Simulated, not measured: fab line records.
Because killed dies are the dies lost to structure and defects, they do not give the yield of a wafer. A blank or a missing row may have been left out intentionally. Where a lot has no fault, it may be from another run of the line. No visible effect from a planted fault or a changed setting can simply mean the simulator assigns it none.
What tool caused it? :: flow nand harc :: 6 lots, 18 wafers sampled, at 3 steps of a route of 1302

== WHAT EACH GAUGE READ, for each wafer ==
NHARC_A_ONON_D2_THK_MEAS_18: measures by ellipsometry.
lot: L354
measured: day 13 19:34
on: film metro-02
thk nm (nm): 1005 1005 1003

lot: L360
measured: day 16 10:43
on: film metro-01
thk nm (nm): 1514 1513 1514

lot: L369
measured: day 19 18:57
on: film metro-01
thk nm (nm): 993 992 996

lot: L370
measured: day 20 19:29
on: film metro-02
thk nm (nm): 995 995 995

lot: L372
measured: day 21 08:14
on: film metro-02
thk nm (nm): 1002 1001 1002

lot: L374
measured: day 22 10:23
on: film metro-02
thk nm (nm): 1005 1006 1006

== TOOL THAT RAN EACH LOT (tool first, then ch and the chambers of the sampled wafers, then the start) ==
lot: L354
NHARC_A_DECK1_JOINT_ETCHBACK_07: rie si-02 ch 1,2,3, day 11 22:10
NHARC_A_ONON_D2_DEP_16: pecvd onon-03 ch 0, day 13 19:07

lot: L360
NHARC_A_DECK1_JOINT_ETCHBACK_07: rie si-05 ch 2,3, day 14 11:08
NHARC_A_ONON_D2_DEP_16: pecvd onon-03 ch 0, day 16 10:23

lot: L369
NHARC_A_DECK1_JOINT_ETCHBACK_07: rie si-05 ch 0,1,2, day 17 21:57
NHARC_A_ONON_D2_DEP_16: pecvd onon-04 ch 0, day 19 18:26

lot: L370
NHARC_A_DECK1_JOINT_ETCHBACK_07: rie si-05 ch 0,1,3, day 18 13:48
NHARC_A_ONON_D2_DEP_16: pecvd onon-03 ch 0, day 20 18:59

lot: L372
NHARC_A_DECK1_JOINT_ETCHBACK_07: rie si-05 ch 1,2,3, day 19 08:14
NHARC_A_ONON_D2_DEP_16: pecvd onon-03 ch 0, day 21 07:50

lot: L374
NHARC_A_DECK1_JOINT_ETCHBACK_07: rie si-05 ch 0,2,3, day 20 09:18
NHARC_A_ONON_D2_DEP_16: pecvd onon-04 ch 0, day 22 09:53
- NHARC_A_DECK1_JOINT_ETCHBACK_07: etches the open film in HBr, target depth 105 nm, time 26.9 s.
- NHARC_A_ONON_D2_DEP_16: target thk 1000 nm.

== THE ANSWER, worked out from the rows above alone ==
Rule: usual is defined by the lots themselves. The widest of any qualifying gaps counts: lots, ordered by their means at a reading, are off when they make up no more than a third of the lots, leave a main group of 4 or more, and stand apart from it by 3 or more times the standard deviation of that group's means. If all means in a main group match to the digits the tables above print for the reading, that group is not used. Also off: a lot with no number at a reading for which 4 or more lots have one. Any other lot the step has rows for is counted as sound.
Off, at NHARC_A_ONON_D2_THK_MEAS_18 on thk nm: L360. Main group: mean 1000 nm, sd 4.9.
A tool fits if, at a process step before that reading, it ran every lot that is off, and no sound lot after the first of them. The gauges at NHARC_A_ONON_D2_THK_MEAS_18 are tried like those tools. Not one of the candidates tried fits.

== WHAT HAD BEEN PUT IN BY THE SIMULATOR ==
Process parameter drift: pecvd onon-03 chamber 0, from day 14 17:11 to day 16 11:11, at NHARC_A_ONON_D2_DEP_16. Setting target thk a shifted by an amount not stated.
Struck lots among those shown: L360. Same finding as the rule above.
